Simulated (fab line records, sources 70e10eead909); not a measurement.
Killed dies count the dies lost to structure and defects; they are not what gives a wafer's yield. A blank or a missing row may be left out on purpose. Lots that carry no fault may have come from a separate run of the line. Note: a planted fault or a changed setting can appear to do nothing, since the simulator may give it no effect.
Chamber matching -- flow nand_harc -- pecvd-02 running NHARC_P_M0_PRE_CLEAN_31: 3 sister chambers
The step time 12 s. 14 wafers are shown with their chamber, then 7 later ones without.

WAFERS WITH THEIR CHAMBER
wafer,chamber,heater_power_w (W)
L077.3,0,629
L077.4,0,613
L077.6,2,802
L076.1,1,664
L076.2,2,902
L076.6,1,680
L080.1,1,617
L080.2,0,611
L080.3,2,880
L083.2,2,826
L083.4,0,629
L083.5,2,839
L085.1,0,589
L085.3,1,618

SIGNATURES, as means of the wafers listed above
reading,chamber 0,chamber 1,chamber 2,scatter within a chamber
heater_power_w,614.20,644.75,849.80,31.3
Rule: for a wafer and a chamber, the distance is found by dividing, reading by reading, the gap between the wafer's reading and the chamber's mean by the reading's scatter, squaring, summing and taking the root. The wafer belongs to the nearest chamber; if the next one is less than 2 further off, it can't be placed. The scatter: the root of (the sum of the squares of (reading less its chamber's mean) over the shown wafers, divided by (wafers less chambers)).

WAFERS WHOSE CHAMBER IS MISSING
wafer,heater_power_w (W)
L085.6,595
L092.2,841
L092.3,584
L092.6,620
L094.4,525
L094.5,814
L094.6,561

EACH ONE'S CHAMBER
wafer,from the rows above,in truth
L085.6,can't be placed: 0 or 1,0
L092.2,2,2
L092.3,can't be placed: 0 or 1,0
L092.6,can't be placed: 0 or 1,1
L094.4,can't be placed: 0 or 1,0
L094.5,2,2
L094.6,can't be placed: 0 or 1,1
Placed correctly: 2 of 7. Not placeable from these rows: 5 (in 5, the candidates include the true chamber). Placed wrongly: 0.
